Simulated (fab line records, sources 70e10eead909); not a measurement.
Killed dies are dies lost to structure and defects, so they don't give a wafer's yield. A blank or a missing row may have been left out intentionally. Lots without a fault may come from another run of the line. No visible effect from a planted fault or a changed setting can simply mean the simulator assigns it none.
fab line records | flow nand-harc
record: lots: 11 wafers: 33 last-day: 24
route steps=1159 shown A_BLC@983 A_M0@1015 END@1159
lots that met no fault: taken from a fault-free run of the same line
start-h: hours from the record's first day to the start of the lot's first wafer shown | wait-h: hours elapsed since this lot's preceding step | " as in the row above | L1.1+2: one row covering several wafers at once | - no value present, or no start provided | * or withheld: withheld | < > ~ a bound
route shown NAME@n: NAME is a module with steps in the file, n the number in the route of the first one | usual: the fault-free wafers' mean and standard deviation | same: alike in all rows | chamber/n: place in a boat | sites: the reading at each site | _std_site: how widely they spread, as a standard deviation | _edge_site: the outer-site mean with the inner-site mean subtracted | radius-mm: how far each site lies from the wafer's centre | mask NAME#n: copy n | behind: the most recent tool/chamber to have shaped the wafer | hold: the reason the lot was held/the length of the hold in hours/how it ended | device: the n, p or np transistor that did not switch | end of line: the tests these same wafers got at the end of their route | step lacking rows: just its recipe | killed: dies that structure and defects cost at the first sort, which is not the same as the wafer's yield | map: dies across one wafer; x = killed, . = not, _ = none there
set.NAME: the setting that was run; set.NAME@STEP: the one run at that earlier step | model.NAME: the simulator's own value behind a step, which no gauge read
a sample of lots followed through the steps of the route, with each step as a table and each wafer as a row
services: when a tool's chamber went out of use (start-h, in hours from the record's first day, below 0 if earlier), for how many hours, and the reason
== steps ==
step: NHARC_A_BLC_STRIP_21
recipe: o2-flow-sccm: 500 ar-flow-sccm: 0 bias-w: 0 chemistry: O2
usual: drypump-motor-current-A: 5.5/0.49 oes-product-au: 1.001/0.0063 rf-vpp-V: 57.6/0.89 showerhead-plenum-p-Torr: 3.48/0.15 throttle-valve-pct: 17.037/0.009
columns lot.wafer tool chamber start-h wait-h drypump-motor-current-A oes-product-au rf-hours-counter-h rf-vpp-V showerhead-plenum-p-Torr throttle-valve-pct
L265.1 rie-diel-03 3 390.51 0.1 5.5 1.000 18 56.8 3.29 17.035
L265.6 " 1 " " 4.6 0.999 - 57.9 3.53 17.035
L265.5 " 2 " " 5.8 1.000 - 55.7 3.29 17.016
L268.1 rie-diel-12 0 397.65 0.1 5.4 0.998 1 58.0 3.53 17.064
L268.5 " 0 " " 5.4 1.002 - 57.3 3.53 17.042
L268.6 " 1 " " 5.4 1.005 - 57.4 3.68 17.056
L266.1 rie-diel-08 1 398.27 0.1 5.2 1.000 33 58.8 3.59 17.050
L266.4 " 2 " " 5.6 1.003 33 57.6 3.35 17.037
L266.2 " 3 " " 5.7 1.007 33 57.9 3.42 17.051
L270.3 rie-diel-12 2 399.47 0.1 5.6 1.001 2 57.0 3.58 17.038
L270.1 " 3 " " 6.4 0.998 1 56.5 3.30 17.031
L270.2 " 0 " " 5.4 1.005 1 57.2 3.53 17.039
L273.3 rie-diel-12 2 440.30 0.1 5.6 1.009 5 59.2 3.58 17.041
L273.1 " 3 " " 6.4 1.002 5 58.3 3.30 17.035
L273.6 " 3 " " 6.4 1.003 - 58.3 3.30 17.039
L272.1 rie-diel-03 0 443.30 0.1 4.8 0.999 4 59.2 3.63 17.046
L272.6 " 2 " " 5.8 1.007 - 57.6 3.29 17.037
L272.5 " 3 " " 5.6 0.990 - 57.5 3.29 17.036
L276.4 rie-diel-03 3 463.72 0.1 5.6 1.006 7 57.8 3.29 17.031
L276.2 " 1 " " 4.6 1.016 6 59.3 3.53 17.038
L276.6 " 2 " " 5.8 1.012 - 57.9 3.28 17.040
L280.4 rie-diel-12 0 486.98 0.1 5.4 1.002 9 58.3 3.52 17.045
L280.3 " 2 " " 5.6 1.008 10 57.5 3.57 17.026
L280.6 " 3 " " 6.4 0.999 - 58.2 3.30 17.040
L281.1 rie-diel-12 2 494.75 0.1 5.6 0.995 11 57.3 3.57 17.045
L281.6 " 2 " " 5.6 0.995 - 58.2 3.57 17.022
L281.5 " 3 " " 6.4 0.994 - 56.0 3.30 17.021
L279.3 rie-diel-03 0 496.03 0.1 4.8 1.003 10 57.4 3.62 17.013
L279.4 " 2 " " 5.8 0.998 9 57.2 3.28 17.036
L279.5 " 1 " " 4.7 1.001 - 57.4 3.53 17.029
L287.4 rie-diel-03 2 527.94 0.1 5.8 1.000 12 57.2 3.28 17.050
L287.3 " 0 " " 4.8 0.993 13 56.1 3.62 17.039
L287.6 " 3 " " 5.6 0.995 - 56.9 3.29 17.031
step: NHARC_A_BLC_ALD_23
recipe: target-thk-a: 30 pulse-time-s: 1 ald-cycles: 150 temp-c: 450 material: TiN
usual: heater-power-w: 1065/99 precursor-pulse-height-rel: 1.001/0.018
columns lot.wafer tool chamber start-h wait-h heater-power-w precursor-pulse-height-rel since-wet-clean-h
L265.1 ald-metal-03 3 391.20 - 1111 1.015 59
L265.6 " 1 " " 939 0.999 -
L265.5 " 2 " " 949 0.983 -
L268.1 ald-metal-02 1 398.60 - 945 1.001 25
L268.6 " 0 " " 1117 1.000 -
L268.5 " 1 " " 930 1.006 -
L266.1 ald-metal-03 1 399.32 - 911 1.015 67
L266.4 " 3 " " 1122 1.013 67
L266.2 " 0 " " 1059 1.051 67
L270.1 ald-metal-02 2 400.19 - 1092 1.006 26
L270.2 " 0 " " 1101 1.048 26
L270.3 " 1 " " 926 1.036 26
L273.3 ald-metal-02 1 440.96 - 923 0.996 67
L273.1 " 3 " " 1177 0.993 67
L273.6 " 1 " " 948 1.002 -
L272.1 ald-metal-01 2 444.01 - 1174 1.019 154
L272.6 " 3 " " 1145 1.010 -
L272.5 " 0 " " 1075 1.008 -
L276.2 ald-metal-02 3 464.38 - 1218 1.013 90
L276.4 " 1 " " 979 1.027 90
L276.6 " 3 " " 1213 0.955 -
L280.3 ald-metal-02 3 487.67 - 1207 0.978 114
L280.4 " 0 " " 1112 1.005 114
L280.6 " 1 " " 929 1.006 -
L281.1 ald-metal-03 0 495.42 - 1068 1.010 163
L281.5 " 0 " " 1088 0.980 -
L281.6 " 1 " " 936 0.991 -
L279.4 ald-metal-02 1 496.82 - 976 1.002 123
L279.3 " 2 " " 1123 1.012 123
L279.5 " 0 " " 1092 1.003 -
L287.3 ald-metal-02 2 528.66 - 1095 1.011 155
L287.6 " 1 " " 968 0.986 -
L287.4 " 2 " " 1114 1.005 -
step: NHARC_A_M0_PVD_20
recipe: target-thk-a: 50 bias-v: 168.6 power-w: 15000 chamber-pressure-pa: 0.12 time-s: 8.06 substrate-temp-c: 50 material: TaN
usual: chamber-pressure-pa: 0.11999/0.00024 throttle-valve-pct: 30.2/1 time-s: 8.06/0
columns lot.wafer tool chamber start-h wait-h chamber-pressure-pa throttle-valve-pct time-s
L265.1 pvd-sputter-03 - 394.52 - 0.11977 30.5 8.06
L265.6 " - " " 0.11995 29.9 8.06
L265.5 " - " " 0.11988 30.4 8.06
L268.1 pvd-sputter-02 - 404.35 - 0.11964 28.0 8.06
L268.6 " - " " 0.12003 29.4 8.06
L268.5 " - " " 0.11981 30.8 8.06
L266.4 pvd-sputter-03 - 405.56 - 0.11988 30.3 8.06
L266.1 " - " " 0.12014 28.8 8.06
L266.2 " - " " 0.11996 30.1 8.06
L270.1 pvd-sputter-03 - 406.93 - 0.12011 28.6 8.06
L270.2 " - " " 0.11999 30.0 8.06
L270.3 " - " " 0.12012 30.0 8.06
L273.1 pvd-sputter-02 - 444.30 - 0.12004 30.1 8.06
L273.3 " - " " 0.11992 29.6 8.06
L273.6 " - " " 0.12 30.9 8.06
L272.1 pvd-sputter-01 - 447.32 - 0.11968 29.6 8.06
L272.6 " - " " 0.11975 29.6 8.06
L272.5 " - " " 0.12007 30.8 8.06
L276.2 pvd-sputter-01 - 467.90 - 0.12015 30.7 8.06
L276.4 " - " " 0.11993 31.8 8.06
L276.6 " - " " 0.11989 31.0 8.06
L280.4 pvd-sputter-03 - 493.79 - 0.11987 31.0 8.06
L280.3 " - " " 0.12049 30.8 8.06
L280.6 " - " " 0.1201 28.7 8.06
L281.1 pvd-sputter-02 - 500.52 - 0.12009 30.8 8.06
L281.5 " - " " 0.12048 31.0 8.06
L281.6 " - " " 0.11984 30.2 8.06
L279.3 pvd-sputter-01 - 500.94 - 0.11981 30.9 6.4847
L279.4 " - " " 0.11952 31.0 8.06
L279.5 " - " " 0.12012 29.6 6.4847
L287.4 pvd-sputter-02 - 536.86 - 0.12022 29.6 8.06
L287.3 " - " " 0.11966 28.1 8.06
L287.6 " - " " 0.12027 30.0 8.06
step: NHARC_A_M0_THK_MEAS_24
recipe: thk-meas-gauge: xrf
usual: thk-nm: 114.0/1.6
columns lot.wafer tool chamber start-h wait-h thk-nm
L265.1 film-metro-02 - 395.78 - 113.0
L265.5 " - " " 114.4
L265.6 " - " " 114.6
L268.1 film-metro-01 - 405.69 - 113.4
L268.5 " - " " 115.5
L268.6 " - " " 112.4
L266.1 film-metro-02 - 406.88 - 108.9
L266.2 " - " " 111.1
L266.4 " - " " 114.3
L270.1 film-metro-02 - 408.24 - 114.5
L270.2 " - " " 116.0
L270.3 " - " " 114.2
L273.1 film-metro-01 - 445.72 - 113.5
L273.3 " - " " 113.0
L273.6 " - " " 113.5
L272.1 film-metro-01 - 448.62 - 114.6
L272.5 " - " " 114.8
L272.6 " - " " 114.5
L276.2 film-metro-02 - 469.19 - 112.7
L276.4 " - " " 113.6
L276.6 " - " " 114.0
L280.3 film-metro-01 - 495.06 - 115.6
L280.4 " - " " 113.4
L280.6 " - " " 114.3
L281.1 film-metro-01 - 501.81 - 115.4
L281.5 " - " " 116.1
L281.6 " - " " 114.8
L279.3 film-metro-01 - 502.21 - 115.6
L279.4 " - " " 115.5
L279.5 " - " " 116.8
L287.3 film-metro-02 - 538.14 - 112.7
L287.4 " - " " 115.3
L287.6 " - " " 114.7
step: NHARC_END_SORT_01
recipe: temp-c: 25
usual: defect-limited-yield: 94.9/1.7 killed-at-array: 31/12 killed-at-other: 0.6/0.85 killed-at-periphery: 3.0/2.3 killed-dies: 35/12 killed-open: 3.2/1.9 killed-short: 1.8/1.4 sort_bin_2_pct: 1.6/0.7 sort_bin_3_pct: 0.28/0.22 sort_bin_4_pct: 3.3/1.2 sort-n-pass: 642/12 sort-rim-yield-pct: 97.7/1.5 sort-yield-pct: 94.9/1.7
same: gross-dies: 677 sort_bin_5_pct[%]: 0 sort_bin_6_pct[%]: 0 sort_bin_7_pct[%]: 0 sort_bin_8_pct[%]: 0 sort-rim-n-gross: 106.00
columns lot.wafer tool chamber start-h wait-h defect-limited-yield[%] killed-at-array killed-at-other killed-at-periphery killed-dies killed-open killed-short sort_bin_2_pct[%] sort_bin_3_pct[%] sort_bin_4_pct[%] sort-n-pass sort-rim-yield-pct[%] sort-yield-pct[%]
L276.2 prober-02 0 517.23 2.8 91.4 55 0 3 58 4 3 1.9 0.74 5.9 619 98.1 91.4
L276.4 prober-02 0 518.83 3.4 92.2 48 0 5 53 3 1 1.6 0.89 5.3 624 93.4 92.2
L276.6 prober-02 0 520.43 4.0 93.1 42 0 5 47 4 4 2.4 0.44 4.1 630 100.0 93.1
killed by level:class
L276.2 A_CHANNEL_HOLE_D1:chamber-film-flake=24 A_SLIT:chamber-film-flake=13 A_STAIRCASE:chamber-film-flake=5 A_SGD_CUT:chamber-film-flake=4 A_CONTACT:chamber-film-flake=3 A_CONTACT:geometric-particle:open=2 P_CONTACT:geometric-particle:open=1 A_CHANNEL_HOLE_D1:geometric-particle:short=1
L276.4 A_CHANNEL_HOLE_D1:chamber-film-flake=18 A_SLIT:chamber-film-flake=13 A_SGD_CUT:chamber-film-flake=8 P_GATE:chamber-film-flake=3 A_ZERO_WELL:chamber-film-flake=3 A_CONTACT:chamber-film-flake=2 P_CONTACT:geometric-particle:open=1 A_ONON_D1:geometric-particle:open=1
L276.6 A_SLIT:chamber-film-flake=14 A_CHANNEL_HOLE_D1:chamber-film-flake=13 A_SGD_CUT:chamber-film-flake=4 A_WL_FILL:geometric-particle:short=3 P_GATE:chamber-film-flake=3 A_STAIRCASE:chamber-film-flake=2 P_CONTACT:geometric-particle:open=1 A_CHANNEL_FILL_D1:geometric-particle:short=1
== services ==
columns tool chamber start-h hours kind
rie-diel-12 - 379.40 9.0 pm
ald-metal-01 1 383.85 4.8 repair
pvd-sputter-02 - 392.00 10.0 pm
rie-diel-03 - 392.39 9.0 pm
pvd-sputter-03 - 397.46 2.7 repair
ald-metal-02 1 415.49 25.4 repair
pvd-sputter-03 - 439.51 8.0 repair
ald-metal-03 2 445.00 52.5 repair
rie-diel-08 - 446.38 0.3 repair
rie-diel-03 2 450.70 7.6 repair
pvd-sputter-02 - 453.76 7.9 repair
ald-metal-01 - 458.00 10.0 pm
pvd-sputter-03 - 458.00 10.0 pm
ald-metal-03 0 463.48 30.2 repair
rie-diel-08 - 479.18 9.0 pm
ald-metal-03 - 500.00 10.0 pm
rie-diel-03 2 510.46 2.5 repair
pvd-sputter-01 - 514.04 10.0 pm
ald-metal-02 0 515.43 13.2 repair
rie-diel-08 3 515.61 8.2 repair
ald-metal-03 0 520.89 25.3 repair
rie-diel-03 0 530.96 8.9 repair
rie-diel-12 1 535.32 6.1 repair
rie-diel-03 2 535.52 13.3 repair
== key ==
first-sign: step: NHARC_A_M0_PVD_20 reading: time-s direction: down sigmas: 99+ usual: * struck: *
effect none on later readings
met-at NHARC_A_M0_PVD_20
struck-lots L279
struck-wafers L279.3,L279.5
not-acting-at NHARC_A_BLC_STRIP_21,NHARC_A_BLC_ALD_23,NHARC_A_M0_THK_MEAS_24
onset-between 467.90 500.94
fault: kind: process-parameter-drift tool: pvd-sputter-01 chamber: - onset-h: 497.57 steps: NHARC_A_M0_PVD_20 channel: time-s offset: * shape: step end-h: 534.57 scope: struck-wafers-only acts-in: * stated: *
